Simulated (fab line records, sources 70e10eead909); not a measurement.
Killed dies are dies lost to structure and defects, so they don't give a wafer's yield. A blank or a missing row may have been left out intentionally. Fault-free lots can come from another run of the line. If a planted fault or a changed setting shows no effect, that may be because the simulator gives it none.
fab line records	flow nand_harc
[record] lots = 24	wafers = 72	last_day = 33
route steps=1302 shown A_CONTACT@1043
lots that met no fault: from a run of the same line without faults
start_h: hours from the record's opening day to when the first of the lot's shown wafers began	wait_h: how many hours have passed since the lot's step before this one	" as in the row above	L1.1+2: a row that stands for several wafers	- value missing, or start not given	* or withheld: withheld	< > ~ a bound
route shown NAME@n: names a module that has steps shown in the file, with the first one's number in the route	usual: the fault-free wafers' mean and standard deviation	same: alike in all rows	chamber/n: place in a boat	sites: the reading at each site	_std_site: standard deviation of those values	_edge_site: mean of outer sites minus mean of inner sites	radius_mm: for every site, how far away it sits from the centre of the wafer	mask NAME#n: copy n	behind: the last tool/chamber to shape the wafer	hold: cause of the lot's hold/its duration in hours/its outcome	device: which transistor (n, p or np) failed to switch	end of line: tests run on the same wafers once the route is complete	a step with no rows: only its recipe	killed: at the first sort, the dies lost to defects and structure; wafer yield is something else	map: per-die view of a wafer (x killed, . not killed, _ where there is no die)
set.NAME: the setting the step ran with; set.NAME@STEP: the setting that earlier step ran with	model.NAME: the simulator's own value behind a step, which no gauge read
the route's steps for a sample of lots (tables are steps, rows are wafers)
services: from which hour (start_h, from the record's first day; less than 0 if before it) a tool's chamber was out of use, for how many hours, and why
[[steps]]
[step NHARC_A_CONTACT_ETCH_75]
[recipe] target_depth_a = 390	over_etch_frac = 0.3	time_s = 65	ion_energy_ev = 80	cf4_flow_sccm = 150	ar_flow_sccm = 0	rf_w = 300	bias_w = 100	chemistry = CF4
[usual] bias_w = 99.96/0.28	chamber_pressure_mTorr = 50.00/0.048	drypump_motor_current_A = 5.7/0.54	mfc_ar_sccm = 0.005/0.0085	oes_product_au = 1.000/0.0097	rf_vpp_V = 151.3/1.2	showerhead_plenum_p_Torr = 1.77/0.065	throttle_valve_pct = 13.283/0.0093
lot.wafer	tool	chamber	start_h	wait_h	bias_w	chamber_pressure_mTorr	drypump_motor_current_A	mfc_ar_sccm	oes_product_au	rf_hours_counter_h	rf_vpp_V	showerhead_plenum_p_Torr	throttle_valve_pct
L074.4	rie_diel-08	0	496.78	0.1	100.45	50.07	6.8	0	1.009	24	152.5	1.82	13.289
L074.3	"	1	"	"	99.93	49.97	5.8	0	0.995	21	151.8	1.79	13.285
L074.5	"	3	"	"	99.55	50.05	5.4	0.005	1.026	-	149.7	1.69	13.273
L075.1	rie_diel-08	3	517.36	0.1	99.64	49.95	5.4	0.005	1.015	28	150.4	1.69	13.295
L075.2	"	2	"	"	100.04	50.03	5.4	0	0.977	25	150.0	1.71	13.282
L075.5	"	3	"	"	99.60	50.03	5.3	0.005	1.011	-	149.9	1.69	13.286
L076.2	rie_diel-04	2	517.92	0.1	99.69	49.98	5.7	0.037	0.995	51	152.2	1.78	13.290
L076.5	"	1	"	"	100.65	49.91	5.5	0	1.020	-	150.1	1.85	13.285
L076.6	"	2	"	"	99.58	50.01	5.7	0.037	0.991	-	151.3	1.78	13.273
L077.1	rie_diel-08	3	533.47	0.1	99.90	49.94	5.4	0.005	1.004	30	151.6	1.68	13.286
L077.4	"	0	"	"	99.76	49.94	6.8	0	1.007	29	151.4	1.81	13.269
L077.5	"	2	"	"	100.02	49.95	5.4	0	0.996	-	150.5	1.71	13.291
L078.3	rie_diel-07	2	540.50	0.2	99.83	50.05	5.1	0.003	1.002	16	149.5	1.70	13.290
L078.6	"	2	"	"	99.53	49.98	5.1	0.003	0.997	-	148.2	1.70	13.285
L078.5	"	3	"	"	99.86	50.02	5.4	0.027	0.997	-	153.6	1.87	13.284
L079.4	rie_diel-08	1	568.46	0.1	99.82	49.98	5.8	0	0.986	2	150.7	1.79	13.294
L079.5	"	0	"	"	100.28	49.93	6.8	0	1.008	-	150.3	1.81	13.285
L079.6	"	1	"	"	99.54	49.96	5.8	0	0.984	-	152.7	1.79	13.283
L080.4	rie_diel-08	3	571.53	0.1	99.56	50.04	5.3	0.005	0.993	2	150.9	1.68	13.282
L080.3	"	0	"	"	100.05	49.98	6.8	0	1.004	3	153.2	1.81	13.303
L080.6	"	3	"	"	99.72	50.02	5.4	0.005	1.008	-	151.6	1.68	13.296
L081.4	rie_diel-08	3	584.35	0.1	99.51	49.98	5.4	0.005	1.010	5	151.5	1.68	13.270
L081.1	"	1	"	"	99.81	49.90	5.8	0	0.982	5	150.8	1.79	13.287
L081.5	"	0	"	"	100.04	50.07	6.8	0	1.006	-	151.8	1.81	13.271
L082.2	rie_diel-08	2	584.67	0.2	100.13	50.05	5.4	0	1.004	5	150.9	1.71	13.272
L082.3	"	3	"	"	99.43	50.07	5.4	0.005	0.999	5	150.3	1.68	13.292
L082.1	"	1	"	"	100.07	49.98	5.7	0	0.986	5	152.2	1.79	13.292
L083.1	rie_diel-08	2	603.17	0.1	99.99	49.95	5.4	0	0.996	9	150.5	1.70	13.261
L083.3	"	0	"	"	99.85	49.99	6.8	0	0.990	10	152.9	1.81	13.272
L083.6	"	2	"	"	99.79	50.02	5.3	0	1.000	-	150.0	1.70	13.295
L084.1	rie_diel-08	2	608.58	0.1	99.80	49.99	5.3	0	1.009	11	150.4	1.70	13.268
L084.2	"	3	"	"	100.29	49.89	5.3	0.005	1.002	11	150.0	1.68	13.285
L084.5	"	2	"	"	100.02	50.08	5.4	0	1.003	-	150.0	1.70	13.293
L085.2	rie_diel-07	0	609.67	0.1	99.73	50.00	5.2	0	1.006	38	150.9	1.80	13.279
L085.3	"	3	"	"	99.70	50.03	5.4	0.027	0.989	43	152.6	1.86	13.276
L085.6	"	1	"	"	99.67	50.05	5.9	0.018	1.011	-	152.8	1.87	13.289
L086.1	rie_diel-07	3	616.48	0.1	100.35	49.98	5.4	0.027	0.994	45	152.9	1.86	13.269
L086.4	"	2	"	"	99.83	49.88	5.1	0.003	1.009	44	150.0	1.69	13.279
L086.6	"	3	"	"	99.98	49.97	5.4	0.027	0.986	-	153.1	1.86	13.279
L087.3	rie_diel-07	1	629.85	0.1	99.73	50.03	5.9	0.018	1.015	45	151.7	1.87	13.287
L087.6	"	1	"	"	99.64	49.97	5.9	0.018	1.017	-	151.8	1.87	13.277
L087.4	"	2	"	"	99.82	49.96	5.2	0.003	1.008	-	149.8	1.69	13.292
L088.4	rie_diel-07	1	645.83	0.1	99.89	50.02	5.8	0.018	1.012	51	152.6	1.86	13.291
L088.6	"	2	"	"	100.06	50.01	5.1	0.003	1.017	-	151.6	1.69	13.292
L088.5	"	3	"	"	99.70	50.05	5.4	0.027	0.985	-	151.9	1.86	13.290
L089.1	rie_diel-08	0	649.69	0.1	100.46	49.92	6.8	0	0.996	16	150.5	1.81	13.275
L089.4	"	1	"	"	100.60	50.10	5.7	0	0.986	19	152.7	1.79	13.276
L089.2	"	3	"	"	99.70	50.01	5.4	0.005	1.009	18	149.4	1.68	13.277
L090.4	rie_diel-08	2	652.95	0.1	99.78	49.97	5.4	0	1.001	19	151.5	1.70	13.289
L090.3	"	3	"	"	100.76	49.94	5.4	0.005	1.003	19	149.0	1.68	13.276
L090.5	"	1	"	"	99.98	49.98	5.8	0	0.982	-	151.8	1.79	13.278
L091.4	rie_diel-08	3	692.16	0.1	99.84	50.00	5.4	0.005	1.006	25	149.9	1.68	13.280
L091.1	"	0	"	"	99.48	50.03	6.8	0	1.008	23	152.7	1.81	13.286
L091.5	"	3	"	"	99.92	49.99	5.4	0.005	1.005	-	151.8	1.68	13.288
L092.1	rie_diel-08	0	693.32	0.6	99.90	50.01	6.8	0	1.004	24	153.2	1.81	13.283
L092.3	"	1	"	"	99.31	50.03	5.7	0	0.994	26	152.7	1.78	13.263
L092.2	"	2	"	"	99.73	50.06	5.4	0	1.003	25	149.5	1.70	13.267
L093.4	rie_diel-08	1	699.64	0.1	100.01	49.98	5.7	0	0.998	27	151.2	1.78	13.273
L093.1	"	0	"	"	99.75	49.96	6.8	0	1.011	25	152.1	1.81	13.282
L093.5	"	1	"	"	100.10	49.97	5.8	0	0.996	-	152.3	1.78	13.282
L094.3	rie_diel-04	0	699.76	0.1	99.82	49.98	5.8	0.016	0.981	43	153.9	1.85	13.278
L094.6	"	0	"	"	99.85	50.09	5.8	0.016	0.997	-	152.2	1.85	13.287
L094.5	"	1	"	"	99.90	49.96	5.5	0	0.994	-	151.9	1.83	13.292
L095.2	rie_diel-04	3	719.41	0.1	99.96	50.02	5.6	0.004	0.995	0	150.8	1.77	13.274
L095.6	"	0	"	"	100.30	49.99	5.8	0.016	0.996	-	152.8	1.85	13.269
L095.4	"	1	"	"	99.90	50.03	5.5	0	0.990	-	152.6	1.83	13.283
L097.1	rie_diel-08	2	732.59	0.1	99.44	49.96	5.3	0	1.000	0	149.5	1.70	13.286
L097.2	"	3	"	"	100.03	49.95	5.4	0.005	0.998	0	150.2	1.68	13.285
L097.6	"	2	"	"	100.02	50.04	5.3	0	1.002	-	150.6	1.70	13.289
L096.2	rie_diel-08	3	735.76	0.1	100.54	50.01	5.4	0.005	1.005	1	150.7	1.68	13.284
L096.1	"	1	"	"	99.80	49.97	5.8	0	0.996	1	150.6	1.78	13.286
L096.5	"	3	"	"	100.33	49.96	5.4	0.005	1.002	-	148.0	1.68	13.289
[step NHARC_A_CONTACT_ETCH_126]
[recipe] source_w = withheld	pressure_mtorr = 20	bias_v = 3000	time_s = 197	target_depth_a = 19180	ar_flow_sccm = withheld	c4f8_flow_sccm = withheld	o2_flow_sccm = withheld	chemistry = C4F8/O2/Ar
[usual] chamber_pressure_mTorr = 20.000/0.016	oes_air_line_au = 0.995/0.02
lot.wafer	tool	chamber	start_h	wait_h	chamber_pressure_mTorr	oes_air_line_au	rf_hours_counter_h
L074.4	har_cap_etch-02	0	498.65	0.1	19.988	1.017	-
L074.3	"	1	"	"	20.013	1.003	-
L074.5	"	0	"	"	20.005	1.021	-
L075.2	har_cap_etch-01	1	519.32	0.2	20.033	0.997	0
L075.1	"	0	"	"	20.002	1.042	0
L075.5	"	1	"	"	20.032	0.988	-
L076.2	har_cap_etch-02	1	519.78	0.1	20.019	1.000	86
L076.6	"	0	"	"	20.024	0.980	-
L076.5	"	1	"	"	19.986	1.003	-
L077.1	har_cap_etch-02	0	535.33	0.1	20.009	0.974	89
L077.4	"	0	"	"	20.016	0.968	-
L077.5	"	1	"	"	20.013	1.016	-
L078.3	har_cap_etch-03	1	545.22	0.1	20.025	1.013	-
L078.5	"	1	"	"	19.971	1.007	-
L078.6	"	0	"	"	20.032	1.009	-
L079.4	har_cap_etch-02	0	570.34	0.1	20.020	1.041	-
L079.6	"	0	"	"	20.029	1.005	-
L079.5	"	1	"	"	19.999	1.000	-
L080.3	har_cap_etch-01	1	573.42	0.1	20.024	0.989	-
L080.4	"	0	"	"	19.998	1.017	-
L080.6	"	1	"	"	19.960	1.016	-
L081.1	har_cap_etch-03	0	586.40	0.1	20.013	1.005	58
L081.4	"	1	"	"	19.993	1.015	-
L081.5	"	1	"	"	20.014	0.969	-
L082.1	har_cap_etch-01	1	587.04	0.1	20.013	0.978	10
L082.2	"	0	"	"	19.977	1.028	10
L082.3	"	0	"	"	20.010	1.011	-
L083.1	har_cap_etch-01	1	605.02	0.1	20.000	1.010	13
L083.3	"	0	"	"	19.997	1.004	-
L083.6	"	1	"	"	19.985	1.006	-
L084.1	har_cap_etch-03	1	610.41	0.1	20.012	0.959	63
L084.2	"	0	"	"	20.007	0.990	63
L084.5	"	1	"	"	20.004	0.963	-
L085.2	har_cap_etch-01	1	611.54	0.1	20.002	1.016	15
L085.3	"	0	"	"	20.002	1.003	-
L085.6	"	1	"	"	20.001	1.013	-
L086.1	har_cap_etch-03	0	618.31	0.1	20.016	0.991	65
L086.4	"	1	"	"	20.022	0.991	-
L086.6	"	1	"	"	20.008	0.970	-
L087.4	har_cap_etch-03	1	632.18	0.2	20.000	0.978	-
L087.3	"	0	"	"	19.989	0.963	-
L087.6	"	1	"	"	19.985	0.987	-
L088.4	har_cap_etch-01	0	647.75	0.1	20.014	1.014	-
L088.6	"	0	"	"	19.995	0.974	-
L088.5	"	1	"	"	20.010	0.981	-
L089.2	har_cap_etch-03	0	651.53	0.1	19.977	0.964	71
L089.1	"	1	"	"	20.002	0.990	71
L089.4	"	1	"	"	19.982	0.974	-
L090.4	har_cap_etch-02	1	654.84	0.1	19.995	1.012	-
L090.3	"	0	"	"	19.980	0.976	-
L090.5	"	0	"	"	19.982	0.975	-
L091.1	har_cap_etch-03	1	694.04	0.1	19.998	1.001	77
L091.4	"	1	"	"	19.994	0.988	-
L091.5	"	0	"	"	20.002	1.038	-
L092.1	har_cap_etch-02	0	695.15	0.1	19.987	1.007	118
L092.2	"	1	"	"	20.003	1.027	118
L092.3	"	1	"	"	19.997	1.024	-
L093.1	har_cap_etch-01	0	701.51	0.1	20.012	0.971	29
L093.4	"	0	"	"	20.015	1.005	-
L093.5	"	1	"	"	19.990	0.992	-
L094.3	har_cap_etch-03	0	701.81	0.2	20.001	0.984	-
L094.5	"	0	"	"	20.027	0.977	-
L094.6	"	1	"	"	19.999	0.970	-
L095.2	har_cap_etch-03	0	721.55	0.1	20.001	1.005	82
L095.4	"	1	"	"	19.999	0.990	-
L095.6	"	0	"	"	20.009	0.993	-
L097.1	har_cap_etch-02	1	734.43	0.1	19.989	1.015	125
L097.2	"	0	"	"	20.003	1.003	125
L097.6	"	1	"	"	19.990	0.989	-
L096.2	har_cap_etch-03	1	737.59	0.1	19.981	0.986	85
L096.1	"	0	"	"	20.020	0.995	85
L096.5	"	1	"	"	19.974	0.981	-
[step NHARC_A_CONTACT_ETCH_130]
[recipe] source_w = withheld	pressure_mtorr = 20	bias_v = 3000	time_s = 197	target_depth_a = 19180	ar_flow_sccm = withheld	c4f8_flow_sccm = withheld	o2_flow_sccm = withheld	chemistry = C4F8/O2/Ar
[usual] chamber_pressure_mTorr = 20.003/0.02	oes_air_line_au = 0.999/0.021
lot.wafer	tool	chamber	start_h	wait_h	chamber_pressure_mTorr	oes_air_line_au	rf_hours_counter_h
L074.4	har_cap_etch-02	0	499.36	0.1	20.004	0.958	-
L074.3	"	1	"	"	20.027	0.992	-
L074.5	"	0	"	"	20.027	1.017	-
L075.2	har_cap_etch-01	1	520.27	0.2	19.993	0.998	1
L075.1	"	0	"	"	20.014	0.998	1
L075.5	"	1	"	"	20.025	0.997	-
L076.2	har_cap_etch-02	1	520.48	0.1	20.031	0.979	87
L076.6	"	0	"	"	19.991	0.995	-
L076.5	"	1	"	"	19.997	1.002	-
L077.1	har_cap_etch-02	0	536.03	0.1	20.005	0.985	90
L077.4	"	0	"	"	20.012	0.990	-
L077.5	"	1	"	"	20.001	1.006	-
L078.3	har_cap_etch-03	1	545.93	0.1	20.014	0.966	-
L078.5	"	1	"	"	19.981	1.022	-
L078.6	"	0	"	"	20.006	0.993	-
L079.4	har_cap_etch-02	0	571.05	0.1	19.987	0.983	-
L079.6	"	0	"	"	19.974	0.998	-
L079.5	"	1	"	"	20.005	1.013	-
L080.3	har_cap_etch-01	1	574.13	0.1	20.026	0.986	-
L080.4	"	0	"	"	20.011	1.017	-
L080.6	"	1	"	"	20.005	1.007	-
L081.1	har_cap_etch-03	0	587.11	0.1	20.042	1.033	59
L081.4	"	1	"	"	19.976	1.026	-
L081.5	"	1	"	"	19.984	0.975	-
L082.1	har_cap_etch-01	1	587.75	0.1	20.007	1.034	11
L082.2	"	0	"	"	20.001	1.014	11
L082.3	"	0	"	"	20.013	1.014	-
L083.1	har_cap_etch-01	1	605.72	0.1	19.996	1.000	14
L083.3	"	0	"	"	19.967	1.012	-
L083.6	"	1	"	"	20.004	1.024	-
L084.1	har_cap_etch-03	1	611.12	0.1	20.021	1.013	64
L084.2	"	0	"	"	20.004	0.997	64
L084.5	"	1	"	"	20.017	1.031	-
L085.2	har_cap_etch-01	1	612.24	0.1	19.989	1.003	16
L085.3	"	0	"	"	20.009	1.023	-
L085.6	"	1	"	"	20.037	1.006	-
L086.1	har_cap_etch-03	0	619.01	0.1	19.972	1.033	66
L086.4	"	1	"	"	19.979	1.024	-
L086.6	"	1	"	"	19.992	1.002	-
L087.4	har_cap_etch-03	1	633.12	0.2	20.003	0.999	-
L087.3	"	0	"	"	20.016	1.006	-
L087.6	"	1	"	"	20.011	1.005	-
L088.4	har_cap_etch-01	0	648.46	0.1	19.999	1.006	-
L088.6	"	0	"	"	20.019	1.002	-
L088.5	"	1	"	"	20.006	0.973	-
L089.2	har_cap_etch-03	0	652.24	0.1	19.976	0.975	72
L089.1	"	1	"	"	19.996	0.970	72
L089.4	"	1	"	"	20.019	0.997	-
L090.4	har_cap_etch-02	1	655.55	0.1	19.994	0.980	-
L090.3	"	0	"	"	20.050	1.025	-
L090.5	"	0	"	"	19.996	1.015	-
L091.1	har_cap_etch-03	1	694.93	0.2	20.034	1.019	77
L091.4	"	1	"	"	20.017	1.018	-
L091.5	"	0	"	"	20.019	0.969	-
L092.1	har_cap_etch-02	0	695.86	0.1	20.002	1.038	119
L092.2	"	1	"	"	19.992	0.969	119
L092.3	"	1	"	"	20.009	1.000	-
L093.1	har_cap_etch-01	0	702.21	0.1	20.007	1.022	30
L093.4	"	0	"	"	20.007	1.000	-
L093.5	"	1	"	"	20.004	0.965	-
L094.3	har_cap_etch-03	0	702.75	0.2	19.980	0.995	-
L094.5	"	0	"	"	19.992	0.996	-
L094.6	"	1	"	"	19.985	1.013	-
L095.2	har_cap_etch-03	0	722.25	0.1	20.001	1.039	82
L095.4	"	1	"	"	19.959	0.986	-
L095.6	"	0	"	"	20.004	1.008	-
L097.1	har_cap_etch-02	1	735.13	0.1	20.009	0.945	126
L097.2	"	0	"	"	20.006	0.974	126
L097.6	"	1	"	"	20.019	0.959	-
L096.2	har_cap_etch-03	1	738.30	0.1	19.996	1.035	85
L096.1	"	0	"	"	20.009	0.981	85
L096.5	"	1	"	"	19.961	0.984	-
[step NHARC_A_CONTACT_CD_MEAS_80]
[usual] cd_nm = 289.8/0.76
lot.wafer	tool	chamber	start_h	wait_h	cd_nm
L074.3	cd_sem-03	-	500.86	-	287.9
L074.4	"	-	"	"	287.5
L074.5	"	-	"	"	288.3
L076.2	cd_sem-01	-	522.00	-	288.8
L076.5	"	-	"	"	289.4
L076.6	"	-	"	"	289.0
L075.1	cd_sem-02	-	522.13	-	290.2
L075.2	"	-	"	"	289.8
L075.5	"	-	"	"	290.6
L077.1	cd_sem-02	-	537.54	-	289.6
L077.4	"	-	"	"	289.7
L077.5	"	-	"	"	289.6
L078.3	cd_sem-01	-	547.43	-	288.8
L078.5	"	-	"	"	289.2
L078.6	"	-	"	"	289.1
L079.4	cd_sem-03	-	572.56	-	290.1
L079.5	"	-	"	"	290.9
L079.6	"	-	"	"	290.2
L080.3	cd_sem-01	-	575.62	-	288.9
L080.4	"	-	"	"	288.8
L080.6	"	-	"	"	289.5
L081.1	cd_sem-02	-	588.62	-	289.9
L081.4	"	-	"	"	290.0
L081.5	"	-	"	"	289.9
L082.1	cd_sem-03	-	589.38	-	290.2
L082.2	"	-	"	"	290.4
L082.3	"	-	"	"	290.7
L083.1	cd_sem-01	-	607.27	-	290.2
L083.3	"	-	"	"	290.6
L083.6	"	-	"	"	290.0
L084.1	cd_sem-01	-	612.65	-	288.6
L084.2	"	-	"	"	289.9
L084.5	"	-	"	"	290.1
L085.2	cd_sem-02	-	613.75	-	290.6
L085.3	"	-	"	"	290.1
L085.6	"	-	"	"	290.7
L086.1	cd_sem-02	-	620.58	-	290.3
L086.4	"	-	"	"	289.3
L086.6	"	-	"	"	289.6
L087.3	cd_sem-02	-	634.73	-	289.6
L087.4	"	-	"	"	289.2
L087.6	"	-	"	"	289.8
L088.4	cd_sem-03	-	649.94	-	290.8
L088.5	"	-	"	"	290.1
L088.6	"	-	"	"	290.2
L089.1	cd_sem-01	-	654.27	-	289.6
L089.2	"	-	"	"	288.8
L089.4	"	-	"	"	289.7
L090.3	cd_sem-03	-	657.02	-	290.2
L090.4	"	-	"	"	289.8
L090.5	"	-	"	"	289.9
L091.1	cd_sem-01	-	696.79	-	291.1
L091.4	"	-	"	"	291.4
L091.5	"	-	"	"	290.3
L092.1	cd_sem-03	-	697.53	-	290.1
L092.2	"	-	"	"	290.5
L092.3	"	-	"	"	290.1
L093.1	cd_sem-03	-	703.72	-	290.9
L093.4	"	-	"	"	291.5
L093.5	"	-	"	"	291.7
L094.3	cd_sem-03	-	704.52	-	289.6
L094.5	"	-	"	"	289.8
L094.6	"	-	"	"	289.0
L095.2	cd_sem-01	-	723.76	-	290.0
L095.4	"	-	"	"	290.6
L095.6	"	-	"	"	290.7
L097.1	cd_sem-02	-	736.66	-	289.1
L097.2	"	-	"	"	290.0
L097.6	"	-	"	"	290.1
L096.1	cd_sem-01	-	739.84	-	289.8
L096.2	"	-	"	"	290.3
L096.5	"	-	"	"	289.6
[step NHARC_A_CONTACT_OVL_MEAS_09]
[usual] overlay_x_nm = 0.0/0.75	overlay_y_nm = 0.1/0.87
lot.wafer	tool	chamber	start_h	wait_h	overlay_x_nm	overlay_y_nm
L074.3	overlay-02	-	504.25	-	-0.4	0.2
L074.4	"	-	"	"	-0.2	0.6
L074.5	"	-	"	"	-0.2	0.8
L076.2	overlay-02	-	525.49	-	0.6	-0.4
L076.5	"	-	"	"	1.1	-0.1
L076.6	"	-	"	"	0.9	0.0
L075.1	overlay-01	-	525.64	-	-1.9	0.6
L075.2	"	-	"	"	-1.1	-0.2
L075.5	"	-	"	"	-0.6	0.8
L077.1	overlay-02	-	541.05	-	-0.5	1.4
L077.4	"	-	"	"	-0.8	1.2
L077.5	"	-	"	"	-1.7	1.7
L078.3	overlay-01	-	550.93	-	1.1	0.2
L078.5	"	-	"	"	0.7	-0.1
L078.6	"	-	"	"	0.7	-0.3
L079.4	overlay-02	-	576.16	-	0.2	-1.1
L079.5	"	-	"	"	0.6	-0.9
L079.6	"	-	"	"	0.6	-1.3
L080.3	overlay-01	-	579.13	-	0.0	1.2
L080.4	"	-	"	"	-0.5	1.2
L080.6	"	-	"	"	-0.4	1.3
L081.1	overlay-02	-	592.19	-	0.8	-1.5
L081.4	"	-	"	"	0.7	-1.3
L081.5	"	-	"	"	1.2	-2.1
L082.1	overlay-01	-	592.87	-	0.2	-0.8
L082.2	"	-	"	"	-0.3	-0.5
L082.3	"	-	"	"	-0.1	-0.7
L083.1	overlay-01	-	613.10	-	0.8	-0.2
L083.3	"	-	"	"	0.4	0.3
L083.6	"	-	"	"	0.5	-0.2
L084.1	overlay-01	-	617.89	-	0.1	0.6
L084.2	"	-	"	"	-0.1	0.4
L084.5	"	-	"	"	-0.4	1.1
L085.2	overlay-01	-	620.22	-	-0.6	1.2
L085.3	"	-	"	"	-0.7	1.5
L085.6	"	-	"	"	-0.8	1.4
L086.1	overlay-01	-	624.56	-	-0.4	-0.2
L086.4	"	-	"	"	0.3	0.4
L086.6	"	-	"	"	0.4	0.5
L087.3	overlay-01	-	641.91	-	-0.1	1.8
L087.4	"	-	"	"	0.2	1.6
L087.6	"	-	"	"	0.4	1.5
L088.4	overlay-02	-	653.89	-	0.6	0.1
L088.5	"	-	"	"	0.8	0.1
L088.6	"	-	"	"	-0.2	1.1
L089.1	overlay-01	-	658.17	-	-0.5	0.6
L089.2	"	-	"	"	-0.6	0.3
L089.4	"	-	"	"	-0.3	0.5
L090.3	overlay-02	-	660.64	-	0.6	-0.5
L090.4	"	-	"	"	0.6	-0.7
L090.5	"	-	"	"	0.3	-0.5
L091.1	overlay-02	-	702.90	-	-2.6	-0.1
L091.4	"	-	"	"	-1.8	0.2
L091.5	"	-	"	"	-1.9	-0.3
L092.1	overlay-01	-	703.26	-	0.4	-1.4
L092.2	"	-	"	"	0.0	-1.4
L092.3	"	-	"	"	-0.4	-0.6
L093.1	overlay-01	-	707.77	-	0.2	-0.6
L093.4	"	-	"	"	-0.1	-0.4
L093.5	"	-	"	"	-0.2	0.2
L094.3	overlay-02	-	708.53	-	-0.3	1.4
L094.5	"	-	"	"	0.2	0.4
L094.6	"	-	"	"	0.3	0.9
L095.2	overlay-01	-	727.28	-	0.8	-1.1
L095.4	"	-	"	"	0.8	-0.8
L095.6	"	-	"	"	1.0	-0.8
L097.1	overlay-01	-	742.24	-	0.6	0.2
L097.2	"	-	"	"	0.4	0.4
L097.6	"	-	"	"	0.4	0.2
L096.1	overlay-02	-	743.98	-	-0.7	-0.1
L096.2	"	-	"	"	-1.1	-0.5
L096.5	"	-	"	"	-0.8	0.3
[step NHARC_A_CONTACT_INSPECT_23]
[usual] raw_defect_count = 488/140
lot.wafer	tool	chamber	start_h	wait_h	raw_defect_count
L074.3	defect_inspect-01	-	509.98	0.1	473
L074.4	"	-	"	"	644
L074.5	"	-	"	"	447
L076.2	defect_inspect-01	-	531.20	0.1	317
L076.5	"	-	"	"	422
L076.6	"	-	"	"	225
L075.1	defect_inspect-02	-	531.38	0.1	637
L075.2	"	-	"	"	517
L075.5	"	-	"	"	469
L077.1	defect_inspect-02	-	546.78	0.1	592
L077.4	"	-	"	"	477
L077.5	"	-	"	"	791
L078.3	defect_inspect-01	-	556.73	0.1	791
L078.5	"	-	"	"	645
L078.6	"	-	"	"	564
L079.4	defect_inspect-01	-	581.96	0.1	563
L079.5	"	-	"	"	534
L079.6	"	-	"	"	554
L080.3	defect_inspect-01	-	590.77	0.1	484
L080.4	"	-	"	"	391
L080.6	"	-	"	"	404
L081.1	defect_inspect-02	-	598.00	0.1	498
L081.4	"	-	"	"	385
L081.5	"	-	"	"	400
L082.1	defect_inspect-02	-	598.79	0.1	524
L082.2	"	-	"	"	550
L082.3	"	-	"	"	579
L083.1	defect_inspect-01	-	618.85	0.1	752
L083.3	"	-	"	"	426
L083.6	"	-	"	"	464
L084.1	defect_inspect-01	-	623.90	0.1	505
L084.2	"	-	"	"	519
L084.5	"	-	"	"	401
L085.2	defect_inspect-01	-	626.08	0.1	507
L085.3	"	-	"	"	479
L085.6	"	-	"	"	454
L086.1	defect_inspect-02	-	630.31	0.1	348
L086.4	"	-	"	"	411
L086.6	"	-	"	"	374
L087.3	defect_inspect-01	-	647.68	0.1	477
L087.4	"	-	"	"	437
L087.6	"	-	"	"	419
L088.4	defect_inspect-02	-	659.82	0.1	408
L088.5	"	-	"	"	466
L088.6	"	-	"	"	471
L089.1	defect_inspect-01	-	664.10	0.1	585
L089.2	"	-	"	"	646
L089.4	"	-	"	"	662
L090.3	defect_inspect-01	-	666.54	0.1	418
L090.4	"	-	"	"	332
L090.5	"	-	"	"	477
L091.1	defect_inspect-01	-	708.62	0.1	545
L091.4	"	-	"	"	649
L091.5	"	-	"	"	504
L092.1	defect_inspect-02	-	709.20	0.1	422
L092.2	"	-	"	"	478
L092.3	"	-	"	"	421
L093.1	defect_inspect-01	-	713.51	0.1	279
L093.4	"	-	"	"	226
L093.5	"	-	"	"	233
L094.3	defect_inspect-02	-	714.26	0.1	622
L094.5	"	-	"	"	480
L094.6	"	-	"	"	504
L095.2	defect_inspect-02	-	733.77	0.1	680
L095.4	"	-	"	"	719
L095.6	"	-	"	"	1312
L097.1	defect_inspect-01	-	748.24	0.1	585
L097.2	"	-	"	"	473
L097.6	"	-	"	"	435
L096.1	defect_inspect-01	-	749.75	0.1	293
L096.2	"	-	"	"	408
L096.5	"	-	"	"	384
[[services]]
tool	chamber	start_h	hours	kind
rie_diel-08	0	475.38	-	clean
rie_diel-08	1	475.38	-	clean
har_cap_etch-02	-	478.90	11.0	repair
har_cap_etch-01	-	497.63	17.0	pm
rie_diel-04	-	532.93	9.0	pm
rie_diel-08	-	536.17	0.4	repair
rie_diel-08	-	544.87	9.0	pm
rie_diel-07	1	554.62	4.5	repair
rie_diel-07	0	555.62	7.3	repair
har_cap_etch-03	-	566.91	0.3	repair
rie_diel-04	3	582.21	24.3	repair
rie_diel-04	-	597.26	0.4	repair
rie_diel-07	3	624.07	13.7	repair
rie_diel-08	0	632.02	11.3	repair
rie_diel-07	-	648.20	9.0	pm
rie_diel-08	3	663.73	13.8	repair
har_cap_etch-03	-	665.38	0.3	repair
rie_diel-07	-	671.04	1.6	repair
rie_diel-04	2	673.46	3.1	repair
rie_diel-04	-	709.98	9.0	pm
har_cap_etch-03	-	712.64	2.1	repair
rie_diel-08	-	721.90	9.0	pm
rie_diel-04	2	724.15	3.9	repair
rie_diel-08	0	737.35	3.4	repair
[[key]]
fault none
